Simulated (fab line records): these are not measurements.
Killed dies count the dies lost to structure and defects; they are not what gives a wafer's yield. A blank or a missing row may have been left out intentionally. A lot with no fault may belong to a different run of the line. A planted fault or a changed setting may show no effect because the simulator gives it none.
Which tool did it? || flow n5Finfet || 24 wafers from 8 lots sampled at 5 of the route's 1938 steps

WHAT THE GAUGES READ, wafer by wafer
N5_STI_FIN_REVEAL_CD_MEAS_22: target cd 6.238 nm, pitch 28 nm.
{"lot": "L246", "measured": "day 2 18:34", "on": "cdSem-01", "cdNm (nm)": "6.29 6.41 6.17"}
{"lot": "L252", "measured": "day 4 06:58", "on": "cdSem-01", "cdNm (nm)": "6.51 6.42 6.36"}
{"lot": "L260", "measured": "day 6 09:27", "on": "cdSem-01", "cdNm (nm)": "6.37 6.03 6.07"}
{"lot": "L261", "measured": "day 6 12:19", "on": "cdSem-01", "cdNm (nm)": "8.31 8.47 8.10"}
{"lot": "L262", "measured": "day 6 18:41", "on": "cdSem-03", "cdNm (nm)": "8.16 8.42 8.08"}
{"lot": "L263", "measured": "day 7 00:40", "on": "cdSem-02", "cdNm (nm)": "6.73 6.30 6.57"}
{"lot": "L264", "measured": "day 7 07:50", "on": "cdSem-01", "cdNm (nm)": "6.16 6.07 5.95"}
{"lot": "L267", "measured": "day 8 01:12", "on": "cdSem-02", "cdNm (nm)": "6.44 6.27 6.52"}

WHAT TOOL EACH LOT RAN ON (gives the tool, then ch and the chambers of the sampled wafers, and finally the start)
{"lot": "L246", "N5_FIN_CUT_PRECLEAN_35": "vaporEtch-01 ch 0,1, day 2 09:17", "N5_FIN_CUT_CUT_ETCH_28": "rieSi-02 ch 0,1, day 2 09:25", "N5_STI_FIN_REVEAL_RECESS_09": "vaporEtch-01 ch 1, day 2 15:50", "N5_STI_FIN_REVEAL_ETCH_34": "rieSi-05 ch 1,2,3, day 2 17:56"}
{"lot": "L252", "N5_FIN_CUT_PRECLEAN_35": "vaporEtch-02 ch 0,1, day 3 21:19", "N5_FIN_CUT_CUT_ETCH_28": "rieSi-03 ch 2,3, day 3 21:26", "N5_STI_FIN_REVEAL_RECESS_09": "vaporEtch-02 ch 1, day 4 03:46", "N5_STI_FIN_REVEAL_ETCH_34": "rieSi-04 ch 0,3, day 4 06:24"}
{"lot": "L260", "N5_FIN_CUT_PRECLEAN_35": "vaporEtch-02 ch 0,1, day 6 00:04", "N5_FIN_CUT_CUT_ETCH_28": "rieSi-02 ch 0,1,3, day 6 00:11", "N5_STI_FIN_REVEAL_RECESS_09": "vaporEtch-02 ch 0,1, day 6 06:47", "N5_STI_FIN_REVEAL_ETCH_34": "rieSi-04 ch 0,1,2, day 6 08:52"}
{"lot": "L261", "N5_FIN_CUT_PRECLEAN_35": "vaporEtch-01 ch 0,1, day 6 03:14", "N5_FIN_CUT_CUT_ETCH_28": "rieSi-01 ch 1,3, day 6 03:22", "N5_STI_FIN_REVEAL_RECESS_09": "vaporEtch-02 ch 0,1, day 6 09:39", "N5_STI_FIN_REVEAL_ETCH_34": "rieSi-04 ch 0,1,2, day 6 11:44"}
{"lot": "L262", "N5_FIN_CUT_PRECLEAN_35": "vaporEtch-01 ch 0,1, day 6 09:26", "N5_FIN_CUT_CUT_ETCH_28": "rieSi-02 ch 1,2,3, day 6 09:35", "N5_STI_FIN_REVEAL_RECESS_09": "vaporEtch-02 ch 0,1, day 6 16:01", "N5_STI_FIN_REVEAL_ETCH_34": "rieSi-04 ch 1,2,3, day 6 18:07"}
{"lot": "L263", "N5_FIN_CUT_PRECLEAN_35": "vaporEtch-01 ch 0,1, day 6 15:24", "N5_FIN_CUT_CUT_ETCH_28": "rieSi-01 ch 0,1,3, day 6 15:32", "N5_STI_FIN_REVEAL_RECESS_09": "vaporEtch-02 ch 0,1, day 6 21:56", "N5_STI_FIN_REVEAL_ETCH_34": "rieSi-04 ch 0,3, day 7 00:01"}
{"lot": "L264", "N5_FIN_CUT_PRECLEAN_35": "vaporEtch-01 ch 0,1, day 6 22:23", "N5_FIN_CUT_CUT_ETCH_28": "rieSi-01 ch 0,1, day 6 22:31", "N5_STI_FIN_REVEAL_RECESS_09": "vaporEtch-02 ch 1, day 7 05:10", "N5_STI_FIN_REVEAL_ETCH_34": "rieSi-05 ch 0,2,3, day 7 07:16"}
{"lot": "L267", "N5_FIN_CUT_PRECLEAN_35": "vaporEtch-02 ch 0,1, day 7 16:05", "N5_FIN_CUT_CUT_ETCH_28": "rieSi-01 ch 1,2,3, day 7 16:13", "N5_STI_FIN_REVEAL_RECESS_09": "vaporEtch-02 ch 0,1, day 7 22:25", "N5_STI_FIN_REVEAL_ETCH_34": "rieSi-04 ch 0,1,3, day 8 00:34"}
- N5_FIN_CUT_PRECLEAN_35: cleans in vHF, time 13.3 s.
- N5_FIN_CUT_CUT_ETCH_28: etches Si in HBr/Cl2/O2, target depth 6 nm, time 2.4 s.
- N5_STI_FIN_REVEAL_RECESS_09: chemistry HF/NH3, target SiO2, afs cycles 11, target depth 42.5 nm, sublimation time 60 s.
- N5_STI_FIN_REVEAL_ETCH_34: etches Si in H2, material Si, target depth 0.97 nm.

THE ANSWER, worked out from the rows above alone
Rule: the usual values come from the lots themselves. The widest of any qualifying gaps counts: lots, ordered by their means at a reading, are off when they make up no more than a third of the lots, leave a main group of 4 or more, and stand apart from it by 3 or more times the standard deviation of that group's means. If all means in a main group match to the digits the tables above print for the reading, that group is not used. A lot without any number at a reading at which 4 lots or more have one is off too. The other lots that the step has rows for count as sound.
Off: L261, L262, at N5_STI_FIN_REVEAL_CD_MEAS_22 (cdNm). The main group: mean 6.31 nm, standard deviation 0.16.
If a tool, at a process step before that reading, ran all the lots that are off and no sound lot after the first of them, it fits. The gauges at N5_STI_FIN_REVEAL_CD_MEAS_22 are tried like those tools. Not one of the candidates tried fits.

WHAT HAD BEEN PUT IN BY THE SIMULATOR
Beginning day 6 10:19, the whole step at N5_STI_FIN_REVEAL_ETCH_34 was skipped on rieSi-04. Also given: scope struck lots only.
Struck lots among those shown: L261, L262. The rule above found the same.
